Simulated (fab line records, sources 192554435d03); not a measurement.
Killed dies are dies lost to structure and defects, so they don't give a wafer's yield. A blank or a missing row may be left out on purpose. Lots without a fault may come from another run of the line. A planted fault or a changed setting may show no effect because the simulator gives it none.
Chamber matching | flow n5_finfet | N5_BEOL_M1_DEP_57 on pecvd-03: 3 sister chambers
The step deposits SiCN from 3MS/NH3, target thk 8 nm, time 14 s. 6 wafers are shown with their chamber, then 10 later ones without.

WAFERS WITH THEIR CHAMBER
wafer  | chamber | throttle_valve_pct (%) | showerhead_plenum_p_Torr (Torr)
L086.3 | 0       | 8.8                    | 3.652
L088.1 | 1       | 9.7                    | 3.674
L088.3 | 0       | 8.7                    | 3.660
L088.5 | 2       | 8.9                    | 3.669
L089.2 | 2       | 8.8                    | 3.677
L089.4 | 1       | 9.7                    | 3.674

WAFERS WITHOUT THEIR CHAMBER
wafer  | throttle_valve_pct (%) | showerhead_plenum_p_Torr (Torr)
L089.5 | 8.7                    | 3.671
L092.1 | 9.0                    | 3.654
L092.2 | 8.7                    | 3.676
L092.3 | 9.7                    | 3.669
L094.2 | 9.2                    | 3.652
L094.3 | 8.9                    | 3.669
L094.4 | 9.7                    | 3.667
L097.2 | 8.9                    | 3.665
L097.4 | 9.0                    | 3.655
L097.6 | 9.4                    | 3.667

WHICH CHAMBER EACH WENT THROUGH
wafer  | from the rows above     | in truth
L089.5 | can't be placed: 2 or 0 | 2
L092.1 | can't be placed: 0 or 2 | 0
L092.2 | can't be placed: 2 or 0 | 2
L092.3 | 1                       | 1
L094.2 | can't be placed: 2 or 0 | 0
L094.3 | 2                       | 2
L094.4 | 1                       | 1
L097.2 | can't be placed: 2 or 0 | 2
L097.4 | can't be placed: 0 or 2 | 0
L097.6 | 1                       | 1
Placed correctly: 4 of 10. Can't be placed from these rows: 6 (the true chamber is among the candidates in 6). Placed wrongly: 0.
How it was worked out, from the rows above alone: a wafer's distance from a chamber is the root of the sum, over the readings, of the square of ((its reading less the chamber's mean) divided by the reading's scatter). The wafer belongs to the nearest chamber; if the next one is less than 2 further off, it can't be placed. A chamber's mean is the mean of its shown wafers. The scatter: the root of (the sum of the squares of (reading less its chamber's mean) over the shown wafers, divided by (wafers less chambers)).
